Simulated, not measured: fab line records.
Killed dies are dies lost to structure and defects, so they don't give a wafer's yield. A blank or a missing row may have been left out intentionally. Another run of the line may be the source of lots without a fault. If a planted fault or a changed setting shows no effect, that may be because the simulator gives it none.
A struck lot beside a sound one | flow nand-harc | 13 steps out of a route of 1302
Sound: wafers L433.1, L433.5, L433.6. Wafers struck: L434.2, L434.5, L434.6. At the end, the cause is stated.
Order at every step that has rows: each side's tool, ch and its chambers, its first start. Under that, the readings that differ: sound wafers | struck wafers | difference of the means | sigmas: that difference in standard deviations of wafers without a fault.
alike: readings whose means differ by less than 2 such deviations, and words and numbers that are the same on both sides. not compared: withheld readings, readings that some wafer has no value for, bounds like >300 that may hide the same value, and numbers for which the record gives no deviation and whose values overlap.
Wherever a step has rows on one side only, a row that says differs or no value, or a row with sigmas, the two part there. Numbers that don't overlap but have no deviation are shown without sigmas and don't part them. A reading missing from all wafers of one side parts the sides only when that side holds two or more wafers.

NHARC_P_ZERO_WELL_DESCUM_26: chemistry O2, time 3 s.
  sound on rie-diel-13 ch 1,2,3, day 2 08:47; struck on rie-diel-04 ch 0,1, day 2 18:47
  alike: drypump-motor-current-A, o2-flow-sccm, oes-product-au, rf-vpp-V, showerhead-plenum-p-Torr, throttle-valve-pct
  not compared: rf-hours-counter-h
then, 11 steps without rows for these wafers: NHARC_P_ZERO_WELL_IMPLANT_27; NHARC_P_ZERO_WELL_IMPLANT_57; NHARC_P_ZERO_WELL_IMPLANT_58; NHARC_P_ZERO_WELL_STRIP_28 (strips in SPM, time 840 s); NHARC_P_ZERO_WELL_DEHYDRATE_29 (time 120 s); NHARC_P_ZERO_WELL_HMDS_30 (time 30 s); NHARC_P_ZERO_WELL_COAT_31; NHARC_P_ZERO_WELL_SOFTBAKE_32 (time 95 s); NHARC_P_ZERO_WELL_EBR_33; NHARC_P_ZERO_WELL_EXPOSE_34 (exposes mask P PWELL, target cd 720 nm); NHARC_P_ZERO_WELL_PEB_35 (peb time 85 s).
NHARC_P_ZERO_WELL_DEVELOP_36: time 70 s.
  struck on litho-track-02, day 2 20:00; sound on litho-track-02 ch 0, day 2 10:00
  no value came back on the struck wafers for chill-plate-temp-C (C), exhaust-pa (Pa), time-s (s); on the sound wafers chill-plate-temp-C (C) reads 22.91 22.91 23.05

## WHERE THEY PART
At NHARC_P_ZERO_WELL_DEVELOP_36 and nowhere else, as far as this record goes.

WHY: whatever the simulator had introduced
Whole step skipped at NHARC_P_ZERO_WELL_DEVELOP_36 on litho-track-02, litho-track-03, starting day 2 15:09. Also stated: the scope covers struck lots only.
